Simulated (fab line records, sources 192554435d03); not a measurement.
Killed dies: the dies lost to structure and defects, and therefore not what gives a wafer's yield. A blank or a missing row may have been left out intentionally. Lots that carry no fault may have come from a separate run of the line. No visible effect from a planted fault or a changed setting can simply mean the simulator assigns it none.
Matching of chambers || flow n5Finfet || N5_BEOL_M4_DESCUM_33 on rieDiel-03 has 4 sister chambers
The step chemistry O2, time 7 s. 18 wafers are shown with their chamber, then 9 later ones without.

## WAFERS PAIRED WITH THEIR CHAMBERS
{"wafer": "L075.2", "chamber": 1, "showerheadPlenumPTorr (Torr)": 2.15, "drypumpMotorCurrentA (A)": 5.8, "throttleValvePct (%)": 20.50}
{"wafer": "L075.3", "chamber": 2, "showerheadPlenumPTorr (Torr)": 2.10, "drypumpMotorCurrentA (A)": 5.6, "throttleValvePct (%)": 20.48}
{"wafer": "L075.5", "chamber": 0, "showerheadPlenumPTorr (Torr)": 1.91, "drypumpMotorCurrentA (A)": 5.8, "throttleValvePct (%)": 20.53}
{"wafer": "L079.4", "chamber": 1, "showerheadPlenumPTorr (Torr)": 2.14, "drypumpMotorCurrentA (A)": 5.8, "throttleValvePct (%)": 20.10}
{"wafer": "L079.5", "chamber": 2, "showerheadPlenumPTorr (Torr)": 2.09, "drypumpMotorCurrentA (A)": 5.6, "throttleValvePct (%)": 20.48}
{"wafer": "L079.6", "chamber": 0, "showerheadPlenumPTorr (Torr)": 1.91, "drypumpMotorCurrentA (A)": 5.7, "throttleValvePct (%)": 20.57}
{"wafer": "L083.1", "chamber": 1, "showerheadPlenumPTorr (Torr)": 2.14, "drypumpMotorCurrentA (A)": 5.8, "throttleValvePct (%)": 20.10}
{"wafer": "L083.3", "chamber": 0, "showerheadPlenumPTorr (Torr)": 1.90, "drypumpMotorCurrentA (A)": 5.7, "throttleValvePct (%)": 20.58}
{"wafer": "L083.5", "chamber": 0, "showerheadPlenumPTorr (Torr)": 1.90, "drypumpMotorCurrentA (A)": 5.7, "throttleValvePct (%)": 20.58}
{"wafer": "L087.4", "chamber": 2, "showerheadPlenumPTorr (Torr)": 2.09, "drypumpMotorCurrentA (A)": 5.6, "throttleValvePct (%)": 20.50}
{"wafer": "L087.5", "chamber": 1, "showerheadPlenumPTorr (Torr)": 2.14, "drypumpMotorCurrentA (A)": 5.8, "throttleValvePct (%)": 20.13}
{"wafer": "L087.6", "chamber": 2, "showerheadPlenumPTorr (Torr)": 2.09, "drypumpMotorCurrentA (A)": 5.6, "throttleValvePct (%)": 20.50}
{"wafer": "L091.1", "chamber": 2, "showerheadPlenumPTorr (Torr)": 2.08, "drypumpMotorCurrentA (A)": 5.6, "throttleValvePct (%)": 20.53}
{"wafer": "L091.2", "chamber": 0, "showerheadPlenumPTorr (Torr)": 1.90, "drypumpMotorCurrentA (A)": 5.8, "throttleValvePct (%)": 20.60}
{"wafer": "L091.3", "chamber": 1, "showerheadPlenumPTorr (Torr)": 2.13, "drypumpMotorCurrentA (A)": 5.8, "throttleValvePct (%)": 20.15}
{"wafer": "L091.4", "chamber": 3, "showerheadPlenumPTorr (Torr)": 2.16, "drypumpMotorCurrentA (A)": 5.5, "throttleValvePct (%)": 20.33}
{"wafer": "L091.5", "chamber": 2, "showerheadPlenumPTorr (Torr)": 2.08, "drypumpMotorCurrentA (A)": 5.6, "throttleValvePct (%)": 20.53}
{"wafer": "L091.6", "chamber": 3, "showerheadPlenumPTorr (Torr)": 2.16, "drypumpMotorCurrentA (A)": 5.5, "throttleValvePct (%)": 20.34}

SIGNATURES, as means of the wafers listed above
{"reading": "showerheadPlenumPTorr", "chamber 0": 1.9040, "chamber 1": 2.1400, "chamber 2": 2.0883, "chamber 3": 2.1600, "scatter within a chamber": 0.00656}
{"reading": "drypumpMotorCurrentA", "chamber 0": 5.740, "chamber 1": 5.800, "chamber 2": 5.600, "chamber 3": 5.500, "scatter within a chamber": 0.0293}
{"reading": "throttleValvePct", "chamber 0": 20.5720, "chamber 1": 20.1960, "chamber 2": 20.5033, "chamber 3": 20.3350, "scatter within a chamber": 0.0936}
Rule: distance of a wafer from a chamber = root of the sum over the readings of ((wafer's reading minus chamber's mean) / reading's scatter) squared. If the next closest chamber is less than 2 further off than the closest, the wafer can't be placed; otherwise it belongs to the closest. The scatter: the root of (the sum of the squares of (reading less its chamber's mean) over the shown wafers, divided by (wafers less chambers)).

## WAFERS WHOSE CHAMBER IS MISSING
{"wafer": "L093.2", "showerheadPlenumPTorr (Torr)": 2.16, "drypumpMotorCurrentA (A)": 5.5, "throttleValvePct (%)": 20.33}
{"wafer": "L093.3", "showerheadPlenumPTorr (Torr)": 2.08, "drypumpMotorCurrentA (A)": 5.6, "throttleValvePct (%)": 20.53}
{"wafer": "L093.4", "showerheadPlenumPTorr (Torr)": 1.90, "drypumpMotorCurrentA (A)": 5.7, "throttleValvePct (%)": 20.61}
{"wafer": "L096.1", "showerheadPlenumPTorr (Torr)": 2.13, "drypumpMotorCurrentA (A)": 5.8, "throttleValvePct (%)": 20.15}
{"wafer": "L096.2", "showerheadPlenumPTorr (Torr)": 1.89, "drypumpMotorCurrentA (A)": 5.7, "throttleValvePct (%)": 20.61}
{"wafer": "L096.4", "showerheadPlenumPTorr (Torr)": 2.15, "drypumpMotorCurrentA (A)": 5.5, "throttleValvePct (%)": 20.33}
{"wafer": "L090.1", "showerheadPlenumPTorr (Torr)": 2.15, "drypumpMotorCurrentA (A)": 5.5, "throttleValvePct (%)": 20.36}
{"wafer": "L090.4", "showerheadPlenumPTorr (Torr)": 1.89, "drypumpMotorCurrentA (A)": 5.7, "throttleValvePct (%)": 20.63}
{"wafer": "L090.6", "showerheadPlenumPTorr (Torr)": 2.08, "drypumpMotorCurrentA (A)": 5.6, "throttleValvePct (%)": 20.55}

## CHAMBER TAKEN BY EACH
{"wafer": "L093.2", "from the rows above": 3, "in truth": 3}
{"wafer": "L093.3", "from the rows above": 2, "in truth": 2}
{"wafer": "L093.4", "from the rows above": 0, "in truth": 0}
{"wafer": "L096.1", "from the rows above": 1, "in truth": 1}
{"wafer": "L096.2", "from the rows above": 0, "in truth": 0}
{"wafer": "L096.4", "from the rows above": 3, "in truth": 3}
{"wafer": "L090.1", "from the rows above": 3, "in truth": 3}
{"wafer": "L090.4", "from the rows above": 0, "in truth": 0}
{"wafer": "L090.6", "from the rows above": 2, "in truth": 2}
9 of 9 placed correctly. Can't be placed from these rows: 0. Wrongly placed: 0.
